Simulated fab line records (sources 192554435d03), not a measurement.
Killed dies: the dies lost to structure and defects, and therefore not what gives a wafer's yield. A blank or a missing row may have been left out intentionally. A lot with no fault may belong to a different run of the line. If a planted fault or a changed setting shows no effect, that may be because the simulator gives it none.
Split-lot trial	flow n5-finfet	39 wafers read from 7 lots, route of 1938 steps

== THE SPLIT ITSELF ==
At N5_DUMMY_GATE_ETCH_42 (etches SiO2 in CHF3/O2, target depth 3.5 nm, time 31 s), the setting bias-w was moved away from the recipe's 12 W on 15 of the 39 wafers read, by -11.8% to +12.9%. This setting was run at the recipe's value on the other wafers.

Reading taken at the split's own step.

== THE READING ==
rf-vpp-V, in V, at N5_DUMMY_GATE_ETCH_42 (etches SiO2 in CHF3/O2, target depth 3.5 nm, time 31 s). On this fab line, fault-free wafers typically give 42.5 V with a standard deviation of 1.1 V.

wafer	tool, chamber at the split	bias-w as run, W	against the recipe	rf-vpp-V, V	against lot-mates on the recipe
L078.1	rie-diel-05, 3	13.17	+9.7%	46.6	+3.3
L078.2	rie-diel-05, 0	12	recipe	43.0	-
L078.3	rie-diel-05, 2	12	recipe	44.4	-
L078.4	rie-diel-05, 1	13.17	+9.7%	46.2	+2.9
L078.5	rie-diel-05, 0	12	recipe	42.6	-
L078.6	rie-diel-05, 3	13.17	+9.7%	45.3	+2.0
L082.2	rie-diel-06, 1	12	recipe	42.4	-
L082.3	rie-diel-06, 2	12	recipe	42.2	-
L082.6	rie-diel-06, 2	12	recipe	41.9	-
L084.1	rie-diel-06, 3	12	recipe	42.3	-
L084.2	rie-diel-06, 1	12	recipe	42.1	-
L084.3	rie-diel-06, 2	12	recipe	41.4	-
L084.4	rie-diel-06, 0	12	recipe	41.0	-
L084.5	rie-diel-06, 1	12	recipe	42.4	-
L084.6	rie-diel-06, 0	12	recipe	41.0	-
L087.1	rie-diel-05, 0	13.15	+9.6%	45.9	+3.9
L087.2	rie-diel-05, 1	13.15	+9.6%	46.2	+4.2
L087.3	rie-diel-05, 2	12	recipe	42.2	-
L087.4	rie-diel-05, 3	12	recipe	40.7	-
L087.5	rie-diel-05, 0	12	recipe	43.2	-
L087.6	rie-diel-05, 3	13.15	+9.6%	43.7	+1.7
L088.1	rie-diel-01, 3	10.58	-11.8%	38.2	-3.8
L088.2	rie-diel-01, 2	12	recipe	40.9	-
L088.3	rie-diel-01, 1	10.58	-11.8%	40.7	-1.3
L088.4	rie-diel-01, 0	12	recipe	42.9	-
L088.5	rie-diel-01, 2	12	recipe	42.2	-
L088.6	rie-diel-01, 3	10.58	-11.8%	37.6	-4.4
L092.1	rie-diel-05, 2	10.86	-9.5%	40.6	-2.3
L092.2	rie-diel-05, 1	12	recipe	41.4	-
L092.3	rie-diel-05, 3	10.86	-9.5%	39.1	-3.8
L092.4	rie-diel-05, 1	12	recipe	43.1	-
L092.5	rie-diel-05, 3	10.86	-9.5%	38.0	-4.9
L092.6	rie-diel-05, 2	12	recipe	44.2	-
L096.1	rie-diel-05, 0	12	recipe	43.2	-
L096.2	rie-diel-05, 2	13.55	+12.9%	46.5	+4.4
L096.3	rie-diel-05, 3	12	recipe	42.6	-
L096.4	rie-diel-05, 1	13.55	+12.9%	46.2	+4.1
L096.5	rie-diel-05, 2	13.55	+12.9%	46.6	+4.5
L096.6	rie-diel-05, 3	12	recipe	40.4	-

THE FIT
A straight line over all 39 wafers: rf-vpp-V changes by +0.322 V for each +1% of bias-w; r = +0.90; the points scatter about the line by 1 V.
The same after taking each lot's own level away (the mean of its wafers on the recipe; 39 wafers): +0.319 V for each +1%; r = +0.91; scatter 0.96 V.
On that fit, the largest move of bias-w shifts the reading by 4.1 V.
The lots' own levels span 41.70 to 43.33 V, that is 1.5 times the standard deviation above.
Consequently the slope shifts little with the lot-to-lot level, the two slopes agreeing.
Check: with one of the wafers moved furthest among these (+12.9%) left out of the fit, the line predicts +4.07 V for it against its lot-mates. Against them it came out at +4.43 V.
Tool readings at the split's step, against how far the setting was moved: rf-vpp-V r = +0.90.

== OTHER SPLITS APPLIED TO THESE WAFERS ==
Other splits were also applied to these wafers ahead of the reading. Each is held against what the fit with the lots' levels taken away leaves over:
other split on the same wafers	wafers away from the commonest value	r with rf-vpp-V (lot level and that fit taken away)
N5_WELL_APT_EXPOSE_05 dose-mj	6	-0.06
N5_DUMMY_GATE_EXPOSE_12 dose-mj	18	+0.20
N5_DUMMY_GATE_ETCH_32 time-s	12	-0.08

== FILE'S OWN FIT ==
rf-vpp-V changes by +0.319 V for each +1% of bias-w, r = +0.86.
